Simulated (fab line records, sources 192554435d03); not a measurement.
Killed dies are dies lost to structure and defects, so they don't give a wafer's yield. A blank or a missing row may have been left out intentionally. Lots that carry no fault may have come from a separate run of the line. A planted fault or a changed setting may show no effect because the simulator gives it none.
Split-lot study / flow n5_finfet / 7 lots, 39 wafers read, on a route of 1938 steps

== THE SPLIT ITSELF ==
At N5_DUMMY_GATE_ETCH_32 (etches SiO2 in CF4, target depth 3.5 nm, time 3.9 s), the setting time_s was moved away from the recipe's 3.9 s on 15 of the 39 wafers read, by +9.3% to +16.1%. This setting was run at the recipe's value on the other wafers.

The reading is taken at the split's own step.

== THE READING ==
etch.depth_nm (the simulator's own value, which no gauge read), in nm, at N5_DUMMY_GATE_ETCH_32 (etches SiO2 in CF4, target depth 3.5 nm, time 3.9 s). No usual value for it is given in the file. Average 3.476 nm, standard deviation 0.035 nm, over the 24 wafers here run with the recipe.

wafer=L074.1; tool, chamber at the split=rie_si-06, 2,1; time_s as run, s=4.262; against the recipe=+9.3%; etch.depth_nm, nm=3.837; against lot-mates on the recipe=+0.374
wafer=L074.2; tool, chamber at the split=rie_si-06, 2,1; time_s as run, s=4.262; against the recipe=+9.3%; etch.depth_nm, nm=3.837; against lot-mates on the recipe=+0.374
wafer=L074.3; tool, chamber at the split=rie_si-06, 3; time_s as run, s=4.262; against the recipe=+9.3%; etch.depth_nm, nm=3.779; against lot-mates on the recipe=+0.316
wafer=L074.4; tool, chamber at the split=rie_si-06, 0; time_s as run, s=3.9; against the recipe=recipe; etch.depth_nm, nm=3.46; against lot-mates on the recipe=-
wafer=L074.5; tool, chamber at the split=rie_si-06, 3; time_s as run, s=3.9; against the recipe=recipe; etch.depth_nm, nm=3.458; against lot-mates on the recipe=-
wafer=L074.6; tool, chamber at the split=rie_si-06, 2; time_s as run, s=3.9; against the recipe=recipe; etch.depth_nm, nm=3.471; against lot-mates on the recipe=-
wafer=L078.2; tool, chamber at the split=rie_si-06, 1; time_s as run, s=3.9; against the recipe=recipe; etch.depth_nm, nm=3.487; against lot-mates on the recipe=-
wafer=L078.4; tool, chamber at the split=rie_si-06, 2; time_s as run, s=3.9; against the recipe=recipe; etch.depth_nm, nm=3.459; against lot-mates on the recipe=-
wafer=L078.6; tool, chamber at the split=rie_si-06, 0; time_s as run, s=3.9; against the recipe=recipe; etch.depth_nm, nm=3.408; against lot-mates on the recipe=-
wafer=L080.1; tool, chamber at the split=rie_si-05, 2; time_s as run, s=3.9; against the recipe=recipe; etch.depth_nm, nm=3.478; against lot-mates on the recipe=-
wafer=L080.2; tool, chamber at the split=rie_si-05, 0; time_s as run, s=4.526; against the recipe=+16.1%; etch.depth_nm, nm=4.046; against lot-mates on the recipe=+0.552
wafer=L080.3; tool, chamber at the split=rie_si-05, 1; time_s as run, s=4.526; against the recipe=+16.1%; etch.depth_nm, nm=4.033; against lot-mates on the recipe=+0.539
wafer=L080.4; tool, chamber at the split=rie_si-05, 3; time_s as run, s=3.9; against the recipe=recipe; etch.depth_nm, nm=3.505; against lot-mates on the recipe=-
wafer=L080.5; tool, chamber at the split=rie_si-05, 2; time_s as run, s=4.526; against the recipe=+16.1%; etch.depth_nm, nm=4.06; against lot-mates on the recipe=+0.566
wafer=L080.6; tool, chamber at the split=rie_si-05, 3; time_s as run, s=3.9; against the recipe=recipe; etch.depth_nm, nm=3.498; against lot-mates on the recipe=-
wafer=L081.1; tool, chamber at the split=rie_si-05, 1; time_s as run, s=3.9; against the recipe=recipe; etch.depth_nm, nm=3.418; against lot-mates on the recipe=-
wafer=L081.2; tool, chamber at the split=rie_si-05, 2; time_s as run, s=3.9; against the recipe=recipe; etch.depth_nm, nm=3.446; against lot-mates on the recipe=-
wafer=L081.3; tool, chamber at the split=rie_si-05, 0; time_s as run, s=3.9; against the recipe=recipe; etch.depth_nm, nm=3.451; against lot-mates on the recipe=-
wafer=L081.4; tool, chamber at the split=rie_si-05, 3; time_s as run, s=3.9; against the recipe=recipe; etch.depth_nm, nm=3.502; against lot-mates on the recipe=-
wafer=L081.5; tool, chamber at the split=rie_si-05, 0; time_s as run, s=3.9; against the recipe=recipe; etch.depth_nm, nm=3.47; against lot-mates on the recipe=-
wafer=L081.6; tool, chamber at the split=rie_si-05, 3; time_s as run, s=3.9; against the recipe=recipe; etch.depth_nm, nm=3.487; against lot-mates on the recipe=-
wafer=L086.1; tool, chamber at the split=rie_si-05, 2; time_s as run, s=3.9; against the recipe=recipe; etch.depth_nm, nm=3.474; against lot-mates on the recipe=-
wafer=L086.2; tool, chamber at the split=rie_si-05, 3; time_s as run, s=3.9; against the recipe=recipe; etch.depth_nm, nm=3.522; against lot-mates on the recipe=-
wafer=L086.3; tool, chamber at the split=rie_si-05, 1; time_s as run, s=4.518; against the recipe=+15.8%; etch.depth_nm, nm=3.994; against lot-mates on the recipe=+0.493
wafer=L086.4; tool, chamber at the split=rie_si-05, 0; time_s as run, s=4.518; against the recipe=+15.8%; etch.depth_nm, nm=4.028; against lot-mates on the recipe=+0.527
wafer=L086.5; tool, chamber at the split=rie_si-05, 2; time_s as run, s=4.518; against the recipe=+15.8%; etch.depth_nm, nm=4.01; against lot-mates on the recipe=+0.509
wafer=L086.6; tool, chamber at the split=rie_si-05, 3; time_s as run, s=3.9; against the recipe=recipe; etch.depth_nm, nm=3.507; against lot-mates on the recipe=-
wafer=L089.1; tool, chamber at the split=rie_si-05, 2; time_s as run, s=4.508; against the recipe=+15.6%; etch.depth_nm, nm=4.029; against lot-mates on the recipe=+0.541
wafer=L089.2; tool, chamber at the split=rie_si-05, 3; time_s as run, s=3.9; against the recipe=recipe; etch.depth_nm, nm=3.53; against lot-mates on the recipe=-
wafer=L089.3; tool, chamber at the split=rie_si-05, 0; time_s as run, s=3.9; against the recipe=recipe; etch.depth_nm, nm=3.473; against lot-mates on the recipe=-
wafer=L089.4; tool, chamber at the split=rie_si-05, 1; time_s as run, s=4.508; against the recipe=+15.6%; etch.depth_nm, nm=4.019; against lot-mates on the recipe=+0.531
wafer=L089.5; tool, chamber at the split=rie_si-05, 0; time_s as run, s=3.9; against the recipe=recipe; etch.depth_nm, nm=3.46; against lot-mates on the recipe=-
wafer=L089.6; tool, chamber at the split=rie_si-05, 1; time_s as run, s=4.508; against the recipe=+15.6%; etch.depth_nm, nm=4.011; against lot-mates on the recipe=+0.523
wafer=L093.1; tool, chamber at the split=rie_si-01, 3; time_s as run, s=4.369; against the recipe=+12.0%; etch.depth_nm, nm=3.852; against lot-mates on the recipe=+0.363
wafer=L093.2; tool, chamber at the split=rie_si-01, 1; time_s as run, s=4.369; against the recipe=+12.0%; etch.depth_nm, nm=3.856; against lot-mates on the recipe=+0.367
wafer=L093.3; tool, chamber at the split=rie_si-01, 2; time_s as run, s=4.369; against the recipe=+12.0%; etch.depth_nm, nm=3.989; against lot-mates on the recipe=+0.500
wafer=L093.4; tool, chamber at the split=rie_si-01, 1; time_s as run, s=3.9; against the recipe=recipe; etch.depth_nm, nm=3.455; against lot-mates on the recipe=-
wafer=L093.5; tool, chamber at the split=rie_si-01, 3; time_s as run, s=3.9; against the recipe=recipe; etch.depth_nm, nm=3.439; against lot-mates on the recipe=-
wafer=L093.6; tool, chamber at the split=rie_si-01, 2; time_s as run, s=3.9; against the recipe=recipe; etch.depth_nm, nm=3.573; against lot-mates on the recipe=-
When a row names more than one chamber, that row covers several wafers, and the file does not tell which wafer ran in which chamber.

THE FIT
A straight line over all 39 wafers: etch.depth_nm changes by +0.0349 nm for each +1% of time_s; r = +0.99; the points scatter about the line by 0.036 nm.
The same after taking each lot's own level away (the mean of its wafers on the recipe; 39 wafers): +0.0339 nm for each +1%; r = +0.99; scatter 0.035 nm.
According to that fit, moving time_s by its largest amount changes the reading by 0.54 nm.
Across the lots, their own levels run from 3.4513 to 3.5010 nm, a range of 1.4 times the standard deviation given above.
Consequently the slope shifts little with the lot-to-lot level, the two slopes agreeing.
Check: for one of the wafers moved furthest among these (+16.1%), held out of the fit, the line's prediction against its lot-mates is +0.546 nm. It came out at +0.552 nm against them.

== THE FILE'S OWN FIT ==
etch.depth_nm changes by +0.0341 nm for each +1% of time_s, r = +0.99.
